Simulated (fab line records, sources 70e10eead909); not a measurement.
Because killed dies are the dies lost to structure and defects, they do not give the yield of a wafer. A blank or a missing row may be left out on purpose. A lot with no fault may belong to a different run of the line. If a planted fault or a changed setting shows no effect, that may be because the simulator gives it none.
Which tool is to blame?    flow nand_harc    15 lots with 45 wafers sampled at 4 steps, on a route of 1159 steps

WHAT EACH GAUGE READ, for each wafer
The record holds no reading of a measuring or inspecting step that can be judged against a usual standard deviation.

WHICH TOOL RAN EACH LOT (tool, then ch and the chambers of the sampled wafers, then the start)
lot   NHARC_A_SLIT_ETCH_15                           NHARC_A_SLIT_STRIP_18                          NHARC_A_WL_FILL_ETCHBACK_04        NHARC_A_WL_FILL_ETCHBACK_16
L540  rie_diel-06 ch 0,1,2, day 15 09:53 or earlier  rie_diel-10 ch 0,1,2, day 15 09:53 or earlier  rie_metal-03 ch 0,1, day 15 09:53  rie_diel-05 ch 0,1,3, day 15 18:03
L538  rie_diel-11 ch 0,2, day 15 10:44 or earlier    rie_diel-11 ch 0,1,2, day 15 10:44 or earlier  rie_metal-02 ch 0,1, day 15 10:44  rie_diel-08 ch 1,3, day 15 23:55
L537  rie_diel-10 ch 0,1,2, day 15 12:41 or earlier  rie_diel-10 ch 0,1,2, day 15 12:41 or earlier  rie_metal-01 ch 0,1, day 15 12:41  rie_diel-12 ch 0,2,3, day 15 23:58
L536  rie_diel-06 ch 1,2, day 15 15:48 or earlier    rie_diel-11 ch 1,2, day 15 15:48 or earlier    rie_metal-02 ch 0,1, day 15 15:48  rie_diel-08 ch 0,1,2, day 16 02:54
L539  rie_diel-11 ch 0,2,3, day 15 18:17 or earlier  rie_diel-11 ch 0,2,3, day 15 18:17 or earlier  rie_metal-03 ch 0,1, day 15 18:17  rie_diel-05 ch 1,2,3, day 16 04:32
L544  rie_diel-10 ch 1,3, day 17 03:56 or earlier    rie_diel-06 ch 0,1,2, day 17 03:56 or earlier  rie_metal-01 ch 0,1, day 17 03:56  rie_diel-05 ch 1,3, day 17 15:16
L546  rie_diel-10 ch 0,1,2, day 17 13:25 or earlier  rie_diel-11 ch 0,2,3, day 17 13:25 or earlier  rie_metal-01 ch 0, day 17 13:25    rie_diel-05 ch 0,1,3, day 17 23:57
L547  rie_diel-06 ch 0,2,3, day 17 23:55 or earlier  rie_diel-11 ch 0,1,3, day 17 23:55 or earlier  rie_metal-01 ch 0, day 17 23:55    rie_diel-05 ch 1,2,3, day 18 10:26
L552  rie_diel-06 ch 0,3, day 19 00:40 or earlier    rie_diel-11 ch 1,2,3, day 19 00:40 or earlier  rie_metal-03 ch 0,1, day 19 00:40  rie_diel-08 ch 2,3, day 19 11:10
L554  rie_diel-10 ch 1,2, day 19 06:40 or earlier    rie_diel-10 ch 1,2, day 19 06:40 or earlier    rie_metal-02 ch 0,1, day 19 06:40  rie_diel-08 ch 1,2, day 19 17:02
L553  rie_diel-11 ch 0,1,2, day 19 06:49 or earlier  rie_diel-11 ch 0,2, day 19 06:49 or earlier    rie_metal-03 ch 0,1, day 19 06:49  rie_diel-12 ch 0,2, day 19 16:53
L556  rie_diel-11 ch 1,2,3, day 19 20:08 or earlier  rie_diel-06 ch 1,3, day 19 20:08 or earlier    rie_metal-03 ch 0,1, day 19 20:08  rie_diel-08 ch 1,2, day 20 06:25
L555  rie_diel-10 ch 1,2,3, day 19 20:36 or earlier  rie_diel-11 ch 1,3, day 19 20:36 or earlier    rie_metal-01 ch 0,1, day 19 20:36  rie_diel-12 ch 0,1, day 20 06:28
L559  rie_diel-11 ch 1,2, day 20 11:23 or earlier    rie_diel-11 ch 0,2,3, day 20 11:23 or earlier  rie_metal-03 ch 0,1, day 20 11:23  rie_diel-08 ch 1,2,3, day 20 21:14
L558  rie_diel-06 ch 2,3, day 20 13:50 or earlier    rie_diel-11 ch 0,1,3, day 20 13:50 or earlier  rie_metal-01 ch 0,1, day 20 13:50  rie_diel-05 ch 1,2,3, day 21 00:09
- NHARC_A_SLIT_ETCH_15: etches the open film in O2/COS, target depth 3200 nm, time 832 s.
- NHARC_A_SLIT_STRIP_18: strips in O2.
- NHARC_A_WL_FILL_ETCHBACK_04: etches the open film in NF3, target depth 60 nm, time 120 s.
- NHARC_A_WL_FILL_ETCHBACK_16: etches the open film in C4F8/O2/Ar, target depth 88 nm, time 17.6 s.

AS READ BY THE TOOLS THEMSELVES (means over the sampled wafers that have a number; for cases with no such wafer, the mark the record gives instead)
NHARC_A_SLIT_ETCH_15.
lot   tool         drypump_motor_current_A (A)  o2_flow_sccm (sccm)  oes_product_au (a.u.)  rf_vpp_V (V)  showerhead_plenum_p_Torr (Torr)  throttle_valve_pct (%)
L540  rie_diel-06  5.6                          399.1                0.994                  312.7         3.00                             28.322
L538  rie_diel-11  5.2                          399.3                1.016                  312.9         3.07                             28.329
L537  rie_diel-10  5.6                          398.7                0.985                  313.7         3.11                             28.327
L536  rie_diel-06  6.1                          401.7                1.001                  312.3         2.96                             28.330
L539  rie_diel-11  5.5                          399.4                1.009                  312.5         3.03                             28.332
L544  rie_diel-10  5.3                          399.1                1.010                  312.9         3.05                             28.326
L546  rie_diel-10  5.7                          400.1                0.998                  314.2         3.11                             28.320
L547  rie_diel-06  5.6                          400.1                0.993                  313.9         3.06                             28.321
L552  rie_diel-06  5.7                          399.2                0.990                  314.9         3.13                             28.327
L554  rie_diel-10  5.6                          399.7                1.009                  314.9         3.18                             28.327
L553  rie_diel-11  5.4                          400.9                1.005                  312.8         3.04                             28.335
L556  rie_diel-11  5.7                          400.5                0.998                  311.9         3.01                             28.334
L555  rie_diel-10  5.4                          400.6                0.997                  313.4         3.09                             28.326
L559  rie_diel-11  5.5                          400.6                1.010                  311.9         2.97                             28.330
L558  rie_diel-06  6.1                          400.1                1.002                  313.5         3.07                             28.326

NHARC_A_SLIT_STRIP_18.
lot   tool         drypump_motor_current_A (A)  o2_flow_sccm (sccm)  oes_product_au (a.u.)  rf_vpp_V (V)  showerhead_plenum_p_Torr (Torr)  throttle_valve_pct (%)
L540  rie_diel-10  5.6                          499.4                0.988                  57.6          3.51                             17.032
L538  rie_diel-11  5.4                          501.2                1.013                  57.5          3.45                             17.029
L537  rie_diel-10  5.6                          500.1                0.984                  58.5          3.51                             17.039
L536  rie_diel-11  5.6                          499.5                1.012                  57.1          3.42                             17.031
L539  rie_diel-11  5.5                          499.0                1.002                  58.4          3.43                             17.030
L544  rie_diel-06  5.6                          501.0                0.988                  58.2          3.39                             17.041
L546  rie_diel-11  5.5                          499.5                1.007                  57.5          3.43                             17.040
L547  rie_diel-11  5.6                          499.7                1.005                  57.2          3.48                             17.039
L552  rie_diel-11  5.7                          500.3                1.000                  57.3          3.40                             17.027
L554  rie_diel-10  5.4                          498.9                0.998                  58.7          3.53                             17.040
L553  rie_diel-11  5.3                          500.9                1.004                  57.3          3.38                             17.037
L556  rie_diel-06  6.1                          499.9                1.004                  58.4          3.49                             17.029
L555  rie_diel-11  5.8                          500.2                1.007                  57.6          3.46                             17.029
L559  rie_diel-11  5.5                          501.3                1.003                  57.0          3.42                             17.039
L558  rie_diel-11  5.6                          499.2                1.007                  58.1          3.48                             17.038

NHARC_A_WL_FILL_ETCHBACK_04.
lot   tool          drypump_motor_current_A (A)  he_backside_leak_sccm (sccm)  oes_product_au (a.u.)  run_length_s (s)
L540  rie_metal-03  5.4                          3.02                          1.001                  141.2
L538  rie_metal-02  5.8                          3.49                          1.002                  141.5
L537  rie_metal-01  5.6                          3.18                          1.008                  141.2
L536  rie_metal-02  5.8                          3.40                          0.999                  141.7
L539  rie_metal-03  5.5                          3.02                          0.999                  141.2
L544  rie_metal-01  5.9                          3.25                          0.990                  141.3
L546  rie_metal-01  5.2                          3.09                          1.008                  141.2
L547  rie_metal-01  5.2                          3.02                          1.009                  141.2
L552  rie_metal-03  5.4                          3.13                          1.003                  141.2
L554  rie_metal-02  5.7                          3.28                          1.009                  142.0
L553  rie_metal-03  5.8                          3.05                          0.990                  141.1
L556  rie_metal-03  5.4                          3.06                          0.990                  141.2
L555  rie_metal-01  5.9                          3.37                          0.996                  141.0
L559  rie_metal-03  5.8                          3.12                          0.988                  141.1
L558  rie_metal-01  5.9                          3.46                          0.990                  141.2

NHARC_A_WL_FILL_ETCHBACK_16.
lot   tool         oes_product_au (a.u.)  rf_vpp_V (V)  run_length_s (s)
L540  rie_diel-05  1.00                   724           39.0
L538  rie_diel-08  0.92                   724           38.7
L537  rie_diel-12  0.92                   727           38.9
L536  rie_diel-08  0.95                   726           38.9
L539  rie_diel-05  1.01                   725           39.1
L544  rie_diel-05  0.94                   729           26.2
L546  rie_diel-05  1.00                   723           26.6
L547  rie_diel-05  1.00                   725           26.6
L552  rie_diel-08  0.92                   725           39.2
L554  rie_diel-08  0.92                   723           39.3
L553  rie_diel-12  1.00                   725           38.9
L556  rie_diel-08  0.92                   723           39.1
L555  rie_diel-12  0.92                   728           38.4
L559  rie_diel-08  0.92                   724           38.9
L558  rie_diel-05  0.99                   725           38.9

THE ANSWER, worked out from the rows above alone
Rule: what is usual is taken from the lots themselves. The widest of any qualifying gaps counts: lots, ordered by their means at a reading, are off when they make up no more than a third of the lots, leave a main group of 4 or more, and stand apart from it by 3 or more times the standard deviation of that group's means. A main group whose means are all the same, to the digits that the tables above print for the reading, isn't used. Also off: a lot with no number at a reading for which 4 or more lots have one. Any other lot the step has rows for is counted as sound. After the gauges, taken in route order, come the tools' own readings; for these a lot's mean is taken, as printed above. At the first step where some lot is off, the reading lying furthest off is the one used; lots without a number count as furthest.
Off, at NHARC_A_WL_FILL_ETCHBACK_16 on run_length_s: L544, L546, L547. The main group: mean 38.9 s, standard deviation 0.23.
If a tool, at that step or one of the process steps before it, ran each lot that is off and ran no sound lot following the first of them, it fits. NHARC_A_SLIT_ETCH_15: start missing for some lots; hours and lot order therefore follow NHARC_A_WL_FILL_ETCHBACK_04. NHARC_A_SLIT_STRIP_18: start missing for some lots; hours and lot order therefore follow NHARC_A_WL_FILL_ETCHBACK_04. Of those tried, none fits.

WHAT THE SIMULATOR HAD PUT IN
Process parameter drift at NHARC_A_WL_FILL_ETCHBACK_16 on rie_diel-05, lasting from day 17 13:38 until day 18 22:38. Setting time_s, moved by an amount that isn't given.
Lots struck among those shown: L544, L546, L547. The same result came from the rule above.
